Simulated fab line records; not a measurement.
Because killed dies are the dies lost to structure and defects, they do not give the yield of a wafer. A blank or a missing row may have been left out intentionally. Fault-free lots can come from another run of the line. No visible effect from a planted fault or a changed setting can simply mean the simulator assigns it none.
What tool caused it? + flow nand_harc + Sampling: 6 lots, 18 wafers, 5 of 1302 route steps

== WHAT THE GAUGES SHOWED, per wafer ==
NHARC_A_ONON_D2_THK_MEAS_02: measures by ellipsometry.
| lot  | measured     | on            | thk_nm (nm)                |
|------|--------------|---------------|----------------------------|
| L432 | day 12 21:22 | film_metro-02 | 995 997 994                |
| L440 | day 16 04:28 | film_metro-02 | 1000 879 1000 999 880 1001 |
| L445 | day 18 14:15 | film_metro-02 | 1001 1004 1003             |
| L447 | day 19 00:13 | film_metro-02 | 1008 1008 1008             |
| L450 | day 20 12:02 | film_metro-02 | 994 994 994                |
| L453 | day 22 01:34 | film_metro-02 | 1018 1019 1018             |

== WHICH TOOL RAN EACH LOT (tool, then ch and the chambers of the sampled wafers, then the start) ==
| lot  | NHARC_A_CHANNEL_HOLE_D1_ETCH_34               | NHARC_A_CHANNEL_HOLE_D1_ETCH_20  | NHARC_A_CHANNEL_HOLE_D1_ETCH_23  | NHARC_A_ONON_D2_DEP_00           |
|------|-----------------------------------------------|----------------------------------|----------------------------------|----------------------------------|
| L432 | rie_diel-13 ch 1,3, day 9 05:35 or earlier    | har_etch-01 ch 0,1, day 9 05:35  | har_etch-01 ch 0,1, day 9 06:58  | pecvd_onon-02 ch 0, day 12 20:52 |
| L440 | rie_diel-04 ch 0,2, day 12 13:47 or earlier   | har_etch-02 ch 0,1, day 12 13:47 | har_etch-02 ch 0,1, day 12 15:07 | pecvd_onon-03 ch 0, day 16 03:57 |
| L445 | rie_diel-04 ch 0,1,3, day 14 15:31 or earlier | har_etch-02 ch 0,1, day 14 15:31 | har_etch-02 ch 0,1, day 14 16:50 | pecvd_onon-01 ch 0, day 18 13:44 |
| L447 | rie_diel-04 ch 1,2,3, day 15 07:01 or earlier | har_etch-01 ch 0,1, day 15 07:01 | har_etch-01 ch 0,1, day 15 08:20 | pecvd_onon-02 ch 0, day 18 23:46 |
| L450 | rie_diel-04 ch 0,3, day 16 14:05 or earlier   | har_etch-01 ch 0,1, day 16 14:05 | har_etch-01 ch 0,1, day 16 15:24 | pecvd_onon-03 ch 0, day 20 11:35 |
| L453 | rie_diel-13 ch 1,3, day 18 02:27 or earlier   | har_etch-02 ch 0,1, day 18 02:27 | har_etch-02 ch 0,1, day 18 03:46 | pecvd_onon-03 ch 0, day 22 01:03 |
- NHARC_A_CHANNEL_HOLE_D1_ETCH_34: etches the open film in CF4/CHF3, target depth 154 nm, time 77 s.
- NHARC_A_CHANNEL_HOLE_D1_ETCH_20: etches the open film in C4F8/O2/Ar, time 361.9 s, target depth 1600 nm.
- NHARC_A_CHANNEL_HOLE_D1_ETCH_23: etches the open film in C4F8/O2/Ar, time 819 s, target depth 1600 nm.
- NHARC_A_ONON_D2_DEP_00: target thk 1000 nm.

== THE ANSWER, worked out from the rows above alone ==
Rule: the usual values come from the lots themselves. Put in order of their means at a reading, lots are off if they are a third of the lots or fewer, leave a main group of 4 or more, and stand apart from it by a gap of 3 or more times the standard deviation of the main group's means; of several such gaps the widest counts. A main group is skipped when, at the precision printed for the reading in the tables above, its means are all equal. A lot without any number at a reading at which 4 lots or more have one is off too. Where the step has rows for the other lots, those lots are counted as sound.
Off at NHARC_A_ONON_D2_THK_MEAS_02 (thk_nm): L440. The main group: mean 1004 nm, standard deviation 8.9.
If a tool, at a process step before that reading, ran all the lots that are off and no sound lot after the first of them, it fits. Those tools and the gauges at NHARC_A_ONON_D2_THK_MEAS_02 are tried in the same way. With no start given for some of its lots, NHARC_A_CHANNEL_HOLE_D1_ETCH_34 uses the hours and lot order of NHARC_A_CHANNEL_HOLE_D1_ETCH_20. Not one of the candidates tried fits.

== WHAT THE SIMULATOR HAD PUT IN ==
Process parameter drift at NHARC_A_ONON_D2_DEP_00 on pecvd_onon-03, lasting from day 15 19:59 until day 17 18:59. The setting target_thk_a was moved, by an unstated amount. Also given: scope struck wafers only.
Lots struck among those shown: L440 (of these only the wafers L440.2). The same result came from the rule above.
